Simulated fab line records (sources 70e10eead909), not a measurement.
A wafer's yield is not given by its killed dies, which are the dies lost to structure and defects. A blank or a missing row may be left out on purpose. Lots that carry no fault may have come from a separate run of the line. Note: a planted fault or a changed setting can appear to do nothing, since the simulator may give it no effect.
Chamber matching -- flow nand harc -- NHARC_A_STAIRCASE_ETCH_169 on rie diel-01: 4 sister chambers
The step etches the open film in CH3F/O2, target depth 50 nm, time 107.1 s. 16 wafers are shown with their chamber, then 8 later ones without.

WAFERS WITH THEIR CHAMBER
wafer,chamber,showerhead plenum p Torr (Torr),drypump motor current A (A),rf vpp V (V)
L075.1,2,2.54,6.3,246.7
L075.4,2,2.54,6.3,246.6
L075.5,0,2.34,5.5,243.5
L076.1,0,2.34,5.4,242.6
L076.4,1,2.36,5.8,242.9
L076.6,0,2.34,5.4,243.5
L086.1,1,2.35,5.8,241.8
L086.2,3,2.47,5.5,244.1
L086.3,0,2.33,5.4,243.1
L086.4,2,2.53,6.3,245.9
L086.5,0,2.33,5.4,241.7
L086.6,1,2.35,5.8,242.2
L087.1,2,2.53,6.3,246.5
L087.4,3,2.47,5.6,242.9
L087.6,2,2.53,6.3,246.0
L087.2,0,2.33,5.4,241.4

SIGNATURES (averages over the wafers above)
reading,chamber 0,chamber 1,chamber 2,chamber 3,scatter within a chamber
showerhead plenum p Torr,2.3350,2.3533,2.5340,2.4700,0.0053
drypump motor current A,5.417,5.800,6.300,5.550,0.0333
rf vpp V,242.633,242.300,246.340,243.500,0.706
Rule: for each reading, subtract the chamber's mean from the wafer's reading, divide by that reading's scatter and square the result; add these up over the readings and take the root, which gives the wafer's distance from the chamber. If the next closest chamber is less than 2 further off than the closest, the wafer can't be placed; otherwise it belongs to the closest. How the scatter is found: for the shown wafers, subtract from each reading the mean of its chamber, square and add these, divide the total by (wafers less chambers), then take the root.

WAFERS WITH NO CHAMBER GIVEN
wafer,showerhead plenum p Torr (Torr),drypump motor current A (A),rf vpp V (V)
L087.3,2.35,5.8,242.4
L087.5,2.47,5.6,243.8
L089.1,2.35,5.8,244.6
L089.3,2.47,5.5,244.9
L089.6,2.35,5.8,243.0
L095.1,2.34,5.8,243.2
L095.2,2.47,5.5,245.5
L095.4,2.52,6.2,244.5

WHICH CHAMBER EACH WENT THROUGH
wafer,from the rows above,in truth
L087.3,1,1
L087.5,3,3
L089.1,1,1
L089.3,3,3
L089.6,1,1
L095.1,1,1
L095.2,3,3
L095.4,2,2
8 of 8 placed correctly. Left unplaced by these rows: 0. Wrongly placed: 0.
